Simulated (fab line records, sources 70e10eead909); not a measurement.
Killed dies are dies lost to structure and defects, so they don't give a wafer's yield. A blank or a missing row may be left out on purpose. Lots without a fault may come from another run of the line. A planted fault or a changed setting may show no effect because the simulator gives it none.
Which tool did it? | flow nand_harc | 11 lots, 33 wafers sampled, at 6 steps of a route of 1302

WHAT THE GAUGES READ, wafer by wafer
NHARC_A_M0_INSPECT_27.
lot  | measured     | on                | raw_defect_count
L458 | day 23 21:55 | defect_inspect-02 | 602 557 634
L461 | day 24 17:45 | defect_inspect-02 | 529 585 551
L460 | day 24 21:27 | defect_inspect-02 | 520 502 553
L468 | day 27 22:15 | defect_inspect-02 | 574 457 527
L467 | day 28 07:41 | defect_inspect-01 | 291 441 390
L466 | day 28 17:00 | defect_inspect-01 | 464 531 495
L473 | day 28 23:18 | defect_inspect-01 | 563 644 432
L475 | day 30 09:02 | defect_inspect-02 | 654 557 1057
L474 | day 30 11:35 | defect_inspect-01 | 571 502 648
L478 | day 32 10:44 | defect_inspect-01 | 578 567 594
L479 | day 32 14:57 | defect_inspect-01 | 349 365 373

NHARC_A_M1_CD_MEAS_09: target cd 120 nm.
lot  | measured     | on        | cd_nm (nm)
L458 | day 23 23:36 | cd_sem-01 | 120.4 119.5 120.5
L461 | day 24 19:39 | cd_sem-03 | 119.4 119.9 118.6
L460 | day 24 22:51 | cd_sem-02 | 120.0 120.5 119.2
L468 | day 27 23:58 | cd_sem-01 | 119.8 118.4 119.6
L467 | day 28 09:05 | cd_sem-03 | 118.0 119.9 119.4
L466 | day 28 18:25 | cd_sem-03 | 119.6 120.2 120.3
L473 | day 29 00:41 | cd_sem-03 | 119.8 121.4 119.8
L475 | day 30 10:19 | cd_sem-02 | 122.1 120.8 122.1
L474 | day 30 12:59 | cd_sem-01 | 122.8 123.2 122.4 122.7 123.4 122.3
L478 | day 32 12:07 | cd_sem-01 | 119.5 119.9 120.8
L479 | day 32 16:21 | cd_sem-01 | 119.8 121.0 120.3

NHARC_END_SORT_01.
lot  | measured     | on        | defect_limited_yield (%) | killed_at_array | killed_at_other | killed_at_periphery | killed_dies | killed_open | killed_short
L474 | day 32 10:07 | prober-01 | 91.3 91.7 90.3           | 53 51 58        | 0 0 0           | 6 5 8               | 59 56 66    | 4 3 4       | 4 2 4

WHICH TOOL RAN EACH LOT (tool, then ch and the chambers of the sampled wafers, then the start)
lot  | NHARC_A_M0_ETCH_34                 | NHARC_A_M1_PEB_07                 | NHARC_A_M1_ETCH_35
L458 | rie_diel-13 ch 0,1,3, day 23 19:04 | litho_track-04 ch 0, day 23 23:31 | rie_diel-02 ch 0,1, day 23 23:52
L461 | rie_diel-04 ch 0,2,3, day 24 15:16 | litho_track-06 ch 0, day 24 19:34 | rie_diel-09 ch 2,3, day 24 19:56
L460 | rie_diel-13 ch 2,3, day 24 19:03   | litho_track-01 ch 0, day 24 22:46 | rie_diel-11 ch 2,3, day 24 23:07
L468 | rie_diel-04 ch 0,1,3, day 27 19:52 | litho_track-01 ch 0, day 27 23:53 | rie_diel-11 ch 2,3, day 28 00:14
L467 | rie_diel-13 ch 0,1,2, day 28 05:14 | litho_track-01 ch 0, day 28 09:00 | rie_diel-09 ch 1,2,3, day 28 09:23
L466 | rie_diel-04 ch 0,1,3, day 28 14:34 | litho_track-01 ch 0, day 28 18:20 | rie_diel-11 ch 0,2, day 28 18:41
L473 | rie_diel-13 ch 0,2,3, day 28 20:55 | litho_track-04 ch 0, day 29 00:36 | rie_diel-11 ch 0,2,3, day 29 00:58
L475 | rie_diel-06 ch 0,3, day 30 06:39   | litho_track-01 ch 0, day 30 10:13 | rie_diel-11 ch 0,1, day 30 10:34
L474 | rie_diel-13 ch 0,2,3, day 30 09:11 | litho_track-01 ch 0, day 30 12:54 | rie_diel-09 ch 0,2,3, day 30 15:40
L478 | rie_diel-13 ch 1,3, day 32 08:19   | litho_track-04 ch 0, day 32 12:03 | rie_diel-11 ch 2,3, day 32 12:25
L479 | rie_diel-06 ch 0,1,3, day 32 12:32 | litho_track-04 ch 0, day 32 16:16 | rie_diel-02 ch 1,3, day 32 16:39
- NHARC_A_M0_ETCH_34: etches the open film in N2/H2, target depth 40 nm, overetch 12 nm, time 43.94 s.
- NHARC_A_M1_PEB_07: peb time 65 s.
- NHARC_A_M1_ETCH_35: etches the open film in N2/H2, target depth 40 nm, overetch 12 nm, time 43.94 s.

WHAT THE TOOLS THEMSELVES READ (means of the sampled wafers that have a number; where no wafer has one, the mark that the record gives instead)
NHARC_A_M0_ETCH_34.
lot  | tool        | drypump_motor_current_A (A) | n2_flow_sccm (sccm) | oes_product_au (a.u.) | rf_fwd_power_W (W) | rf_vpp_V (V) | showerhead_plenum_p_Torr (Torr) | throttle_valve_pct (%)
L458 | rie_diel-13 | 5.8                         | 149.7               | 0.994                 | 396.4              | 430.2        | 2.07                            | 14.179
L461 | rie_diel-04 | 6.1                         | 150.2               | 0.992                 | 396.4              | 430.5        | 2.05                            | 14.172
L460 | rie_diel-13 | 5.2                         | 150.5               | 1.001                 | 395.3              | 429.2        | 1.98                            | 14.175
L468 | rie_diel-04 | 5.8                         | 149.8               | 1.001                 | 394.6              | 431.5        | 2.06                            | 14.182
L467 | rie_diel-13 | 5.8                         | 149.7               | 0.996                 | 397.1              | 429.0        | 2.00                            | 14.171
L466 | rie_diel-04 | 5.8                         | 150.2               | 0.991                 | 395.3              | 432.5        | 2.06                            | 14.166
L473 | rie_diel-13 | 5.6                         | 149.7               | 0.998                 | 395.3              | 429.2        | 1.99                            | 14.166
L475 | rie_diel-06 | 5.3                         | 149.8               | 0.998                 | 396.6              | 433.1        | 2.12                            | 14.164
L474 | rie_diel-13 | 5.6                         | 150.3               | 0.992                 | 395.8              | 429.6        | 1.99                            | 14.173
L478 | rie_diel-13 | 5.4                         | 149.7               | 0.990                 | 394.7              | 431.9        | 2.11                            | 14.174
L479 | rie_diel-06 | 5.3                         | 150.0               | 0.998                 | 396.3              | 432.4        | 2.09                            | 14.165

NHARC_A_M1_ETCH_35.
lot  | tool        | drypump_motor_current_A (A) | n2_flow_sccm (sccm) | oes_product_au (a.u.) | rf_fwd_power_W (W) | rf_vpp_V (V) | showerhead_plenum_p_Torr (Torr) | throttle_valve_pct (%)
L458 | rie_diel-02 | 5.7                         | 149.7               | 0.992                 | 396.0              | 427.7        | 1.94                            | 14.168
L461 | rie_diel-09 | 6.1                         | 149.5               | 0.999                 | 393.1              | 430.8        | 2.04                            | 14.172
L460 | rie_diel-11 | 5.5                         | 150.4               | 0.994                 | 395.2              | 428.2        | 1.94                            | 14.177
L468 | rie_diel-11 | 5.5                         | 150.0               | 0.997                 | 393.3              | 427.6        | 1.94                            | 14.177
L467 | rie_diel-09 | 6.0                         | 150.0               | 1.007                 | 394.0              | 431.0        | 2.04                            | 14.171
L466 | rie_diel-11 | 5.6                         | 149.8               | 0.993                 | 392.5              | 431.7        | 2.09                            | 14.169
L473 | rie_diel-11 | 5.6                         | 150.0               | 0.995                 | 393.6              | 429.6        | 2.01                            | 14.175
L475 | rie_diel-11 | 5.1                         | 150.2               | 1.002                 | 395.4              | 434.2        | 2.16                            | 14.167
L474 | rie_diel-09 | 6.1                         | 149.8               | 1.010                 | 394.6              | 430.2        | 2.01                            | 14.175
L478 | rie_diel-11 | 5.7                         | 150.3               | 0.988                 | 393.9              | 427.2        | 1.92                            | 14.170
L479 | rie_diel-02 | 5.4                         | 149.7               | 1.008                 | 395.7              | 429.1        | 1.99                            | 14.173

THE ANSWER, worked out from the rows above alone
Rule: what is usual is taken from the lots themselves. Put in order of their means at a reading, lots are off if they are a third of the lots or fewer, leave a main group of 4 or more, and stand apart from it by a gap of 3 or more times the standard deviation of the main group's means; of several such gaps the widest counts. A main group whose means are all the same, to the digits that the tables above print for the reading, isn't used. A lot without any number at a reading at which 4 lots or more have one is off too. The other lots that the step has rows for count as sound. The gauges are gone through in route order, then the tools' own readings, and for those a lot's mean is taken as printed above. The first step at which some lot is off is used, and at that step the reading that is off furthest; a lot without a number counts as furthest.
No lot is off at any reading shown: from this, nothing can be told.

WHAT THE SIMULATOR HAD PUT IN
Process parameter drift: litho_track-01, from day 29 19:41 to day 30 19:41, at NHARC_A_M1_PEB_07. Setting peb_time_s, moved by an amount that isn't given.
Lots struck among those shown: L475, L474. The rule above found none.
